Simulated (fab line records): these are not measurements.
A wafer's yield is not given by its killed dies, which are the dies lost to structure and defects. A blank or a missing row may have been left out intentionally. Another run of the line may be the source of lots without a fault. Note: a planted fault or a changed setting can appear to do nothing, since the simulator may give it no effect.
fab line records    flow n5Finfet
record lots=5  wafers=14  lastDay=17
route steps=1938 shown BEOL_M5@1172
lots with no fault: from the same line, run without faults
startH: start of the lot's first displayed wafer, in hours after the record's first day    waitH: hours since the lot's step before    " as in the row above    L1.1+2: several wafers, shown together as one row    - no value, or no start was given    * or withheld: withheld    < > ~ a bound
route shown NAME@n: NAME is a module with steps in the file, n the number in the route of the first one    usual: mean and standard deviation over wafers with no fault    same: alike in all rows    chamber/n: place in a boat    sites: per-site readings    _std_site: the values' standard deviation    _edge_site: the outer-site mean with the inner-site mean subtracted    radiusMm: how far each site lies from the wafer's centre    mask NAME#n: copy n    behind: the tool/chamber that last shaped the wafer    hold: cause of the lot's hold/its duration in hours/its outcome    device: transistor that didn't switch, given as n, p or np    end of line: the same wafers' tests at the end of the route    where a step has no rows: the recipe by itself    killed: the dies lost at the first sort to structure and to defects; this is not the yield of the wafer    map: per-die view of a wafer (x killed, . not killed, _ where there is no die)
set.NAME: the run value of the setting; set.NAME@STEP: its run value at that earlier step    model.NAME: the simulator's own value behind a step, which no gauge read
lots seen at some steps along the route; tables by step, rows by wafer
services: the hour from which a tool's chamber was out of use, counted from the record's first day as startH (under 0 if before that day), plus the number of hours and why
## steps
# step N5_BEOL_M5_ALD_86
# recipe material=TaN  targetThkA=*  tempC=275  aldPrecursorFamily=PDMAT  aldCoReactant=NH3  pressureTorr=3  carrierFlowSccm=1500  pulseTimeS=2  purgeTimeS=3  coReactantPurgeTimeS=2  coReactantPulseTimeS=3  aldCycles=30  precursorVesselTempC=75  precursorVesselPressureTorr=26.25  precursorVesselCarrierSccm=1000
# step N5_BEOL_M5_SURFACE_TREAT_87
# recipe gas=Ar  timeS=*  ionEnergyEv=*  ionCurrentMaCm2=0.5  pressureMtorr=*  arFlowSccm=30
# step N5_BEOL_M5_CVD_47
# recipe material=Co  targetThkA=30  tempC=withheld  precursor=CCTBA/H2  pressureTorr=30  timeS=216
# step N5_BEOL_M5_SPUTTER_48
# recipe material=Cu  targetThkA=150  tempC=-20  chamberPressurePa=0.07  powerW=withheld  timeS=27.62
# step N5_BEOL_M5_ANNEAL_49
# recipe tempC=400  timeS=1800  ambient=vacuum
# usual heaterPowerW=815/76  susceptorTempC=399.98/0.22
lot.wafer  tool           chamber  startH  waitH  heaterPowerW  susceptorTempC
L219.1     pvdSputter-03  -        207.66  0.0    669           399.82
L219.4     "              -        "       "      871           400.29
L219.5     "              -        "       "      826           400.00
L221.3     pvdSputter-01  -        225.15  0.0    682           399.83
L221.5     "              -        "       "      890           400.21
L221.6     "              -        "       "      829           399.76
L229.4     pvdSputter-01  -        281.41  0.0    824           399.70
L229.6     "              -        "       "      685           400.09
L231.1     pvdSputter-03  -        288.27  0.0    656           399.67
L231.3     "              -        "       "      861           400.05
L231.6     "              -        "       "      859           399.91
L235.2     pvdSputter-02  -        310.13  0.0    754           400.27
L235.3     "              -        "       "      862           399.73
L235.5     "              -        "       "      934           400.00
# step N5_BEOL_M5_SPUTTER_81
# recipe material=Cu  targetThkA=150  tempC=-20  chamberPressurePa=0.07  powerW=withheld  timeS=27.62
# usual chuckGasFlowSccm=1.27/0.052  susceptorTempC=-20.01/0.1  throttleValvePct=29.7/0.88
lot.wafer  tool           chamber  startH  waitH  chuckGasFlowSccm  susceptorTempC  throttleValvePct
L219.1     pvdSputter-03  -        208.67  0.5    1.37              -20.07          28.9
L219.4     "              -        "       "      1.24              -19.92          30.8
L219.5     "              -        "       "      1.17              -20.06          29.4
L221.3     pvdSputter-01  -        226.16  0.5    1.19              -19.92          29.7
L221.5     "              -        "       "      1.25              -19.93          29.6
L221.6     "              -        "       "      1.27              -19.99          29.5
L229.4     pvdSputter-01  -        282.42  0.5    1.28              -19.94          29.4
L229.6     "              -        "       "      1.25              -20.11          30.1
L231.1     pvdSputter-03  -        289.28  0.5    1.29              -19.92          29.3
L231.3     "              -        "       "      1.23              -20.03          29.6
L231.6     "              -        "       "      1.26              -19.89          30.5
L235.2     pvdSputter-02  -        311.14  0.5    1.28              -19.83          31.0
L235.3     "              -        "       "      1.31              -20.06          29.7
L235.5     "              -        "       "      1.32              -19.99          30.7
# step N5_BEOL_M5_ANNEAL_82
# recipe tempC=400  timeS=1800  ambient=vacuum
# step N5_BEOL_M5_SPUTTER_83
# recipe material=Cu  targetThkA=150  tempC=-20  chamberPressurePa=0.07  powerW=withheld  timeS=27.62
# step N5_BEOL_M5_ANNEAL_84
# recipe tempC=400  timeS=1800  ambient=vacuum
# usual heaterPowerW=816/75  susceptorTempC=400.02/0.23
lot.wafer  tool           chamber  startH  waitH  heaterPowerW  susceptorTempC
L219.1     pvdSputter-03  -        209.83  0.0    664           399.54
L219.4     "              -        "       "      900           400.05
L219.5     "              -        "       "      866           400.21
L221.3     pvdSputter-01  -        227.33  0.0    688           400.29
L221.5     "              -        "       "      880           399.96
L221.6     "              -        "       "      853           400.36
L229.4     pvdSputter-01  -        283.59  0.0    839           399.97
L229.6     "              -        "       "      672           399.82
L231.1     pvdSputter-03  -        290.45  0.0    678           399.68
L231.3     "              -        "       "      846           399.69
L231.6     "              -        "       "      849           399.86
L235.2     pvdSputter-02  -        312.31  0.0    742           400.18
L235.3     "              -        "       "      837           400.44
L235.5     "              -        "       "      930           399.65
# step N5_BEOL_M5_SPUTTER_88
# recipe material=Cu  targetThkA=150  tempC=-20  chamberPressurePa=0.07  powerW=withheld  timeS=27.62
# step N5_BEOL_M5_ANNEAL_89
# recipe tempC=400  timeS=1800  ambient=vacuum
# usual heaterPowerW=816/74  susceptorTempC=400.03/0.22
lot.wafer  tool           chamber  startH  waitH  heaterPowerW  susceptorTempC
L219.1     pvdSputter-03  -        210.92  0.0    669           399.98
L219.4     "              -        "       "      904           400.18
L219.5     "              -        "       "      854           399.98
L221.3     pvdSputter-01  -        228.41  0.0    682           400.02
L221.5     "              -        "       "      882           400.15
L221.6     "              -        "       "      825           400.00
L229.4     pvdSputter-01  -        284.67  0.0    833           399.91
L229.6     "              -        "       "      686           399.83
L231.1     pvdSputter-03  -        291.53  0.0    672           399.72
L231.3     "              -        "       "      859           400.04
L231.6     "              -        "       "      842           400.16
L235.2     pvdSputter-02  -        313.39  0.0    753           400.07
L235.3     "              -        "       "      844           400.06
L235.5     "              -        "       "      888           399.87
# step N5_BEOL_M5_SPUTTER_90
# recipe material=Cu  targetThkA=45  tempC=-20  chamberPressurePa=0.07  powerW=withheld  timeS=8.29
# step N5_BEOL_M5_ECD_50
# recipe material=Cu  targetThkA=3000
lot.wafer  tool      chamber  startH  waitH  model.Cu_of_BEOL_M5_ECD_50.thkNm
L219.1     ecdCu-01  0        212.04  0.1    292.8
L219.4     "         1        "       "      299.6
L219.5     "         1        "       "      293.4
L221.3     ecdCu-02  1        229.56  0.1    298
L221.5+6   "         1,0      "       "      300
L229.4     ecdCu-02  1        285.82  0.1    301.6
L229.6     "         0        "       "      143.2
L231.1     ecdCu-01  1        292.66  0.1    301
L231.3     "         0        "       "      298
L231.6     "         1        "       "      300.2
L235.2     ecdCu-01  0        314.52  0.1    298.4
L235.3     "         1        "       "      299.2
L235.5     "         1        "       "      299.8
# step N5_BEOL_M5_ANNEAL_51
# recipe tempC=225  timeS=90  ambient=N2
# usual wafer_temp_C_max=225.9/0.42
lot.wafer  tool          chamber  startH  waitH  wafer_temp_C_max
L219.1     rtpAnneal-01  0        212.13  0.1    226.6
L219.4     "             0        "       "      226.6
L219.5     "             0        "       "      226.4
L221.3     rtpAnneal-02  0        229.71  0.1    225.9
L221.5     "             0        "       "      225.7
L221.6     "             0        "       "      225.4
L229.4     rtpAnneal-02  0        286.02  0.2    225.6
L229.6     "             0        "       "      225.7
L231.1     rtpAnneal-02  0        292.74  0.1    225.5
L231.3     "             0        "       "      225.6
L231.6     "             0        "       "      225.8
L235.2     rtpAnneal-02  0        314.65  0.1    225.4
L235.3     "             0        "       "      225.6
L235.5     "             0        "       "      225.7
# step N5_BEOL_M5_CMP_52
# recipe stopOn=SiCOH_lowk  tOverpolishS=6.9  downForcePsi=1  platenRpm=50  clearingPlatenDownForcePsi=1.5  clearingPlatenRpm=50  postCmpClean=cuAlkaline  targetThkNm=62  clearingPlatenPadVelocityMS=0.99484  padVelocityMS=0.99484
# usual motorCurrentA=6.1/0.52  platenRpm=50.00/0.032  slurryFilterDpKPa=13.50/0.14  timeToEndpointS=65/4.9
lot.wafer  tool    chamber  startH  waitH  motorCurrentA  platenRpm  slurryFilterDpKPa  timeToEndpointS
L219.1     cmp-04  2        212.44  0.3    5.4            50.00      13.37              64
L219.4     "       0        "       "      5.6            50.01      13.31              69
L219.5     "       2        "       "      5.1            49.99      13.55              68
L221.3     cmp-01  0        229.96  0.2    6.3            49.93      13.39              59
L221.6     "       3        "       "      6.5            50.00      13.52              76
L221.5     "       0        "       "      6.0            49.95      13.73              61
L229.4     cmp-04  2        286.22  0.2    5.4            50.00      13.56              70
L229.6     "       1        "       "      6.3            50.06      13.50              36
L231.3     cmp-01  3        293.04  0.2    6.0            49.98      13.50              73
L231.1     "       1        "       "      5.9            50.00      13.43              69
L231.6     "       3        "       "      5.6            50.07      13.61              73
L235.2     cmp-02  0        315.29  0.6    6.1            49.99      13.24              68
L235.3     "       1        "       "      6.7            50.04      13.62              65
L235.5     "       2        "       "      5.6            50.04      13.56              61
# step N5_BEOL_M5_THK_MEAS_53
# recipe thkMeasGauge=xrf  reads=Cu_of_BEOL_M5_ECD_50
# usual M5_THK=63.1/2.6
lot.wafer  tool          chamber  startH  waitH  M5_THK[nm]
L219.1     filmMetro-02  -        212.74  -      66.2
L219.4     "             -        "       "      67.3
L219.5     "             -        "       "      68.7
L221.3     filmMetro-01  -        230.22  -      58.3
L221.5     "             -        "       "      63.5
L221.6     "             -        "       "      62.6
L229.4     filmMetro-01  -        286.48  -      61.1
L229.6     "             -        "       "      61.9
L231.1     filmMetro-01  -        293.33  -      62.8
L231.3     "             -        "       "      67.6
L231.6     "             -        "       "      62.8
L235.2     filmMetro-01  -        315.51  -      62.3
L235.3     "             -        "       "      60.1
L235.5     "             -        "       "      64.6
## services
tool           chamber  startH  hours  kind
rtpAnneal-02   -        212.99  3.6    pm
cmp-02         -        220.16  0.4    repair
cmp-02         -        235.04  8.3    pm
cmp-02         -        253.42  4.0    pm
cmp-04         -        256.08  18.7   pm
cmp-02         -        257.42  -      consumableReplace:conditioner
cmp-02         -        257.42  -      consumableReplace:pad
cmp-01         -        258.31  4.0    pm
cmp-01         -        262.31  -      consumableReplace:conditioner
cmp-01         -        262.31  -      consumableReplace:pad
cmp-02         -        263.62  0.2    repair
cmp-02         -        273.23  0.6    repair
cmp-04         -        275.43  4.6    pm
cmp-02         -        285.49  0.8    repair
cmp-04         -        287.18  3.8    repair
pvdSputter-02  -        303.66  4.3    repair
cmp-04         -        314.23  4.0    pm
ecdCu-01       -        314.71  3.6    repair
## key
firstSign step=N5_BEOL_M5_CMP_52  reading=timeToEndpointS  direction=down  sigmas=5.8  usual=*  struck=*
effect none on later readings
modelEffect step=N5_BEOL_M5_ECD_50  value=Cu_of_BEOL_M5_ECD_50.thkNm  without=301  struck=143.2
metAt N5_BEOL_M5_ECD_50
struckWafers L229.6
onsetBetween 229.56 285.82
fault kind=processParameterDrift  tool=ecdCu-02  chamber=-  onsetH=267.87  steps=N5_BEOL_M5_ECD_50  channel=targetThkA  offset=*  shape=step  endH=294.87  scope=struckWafersOnly  actsIn=*  stated=*
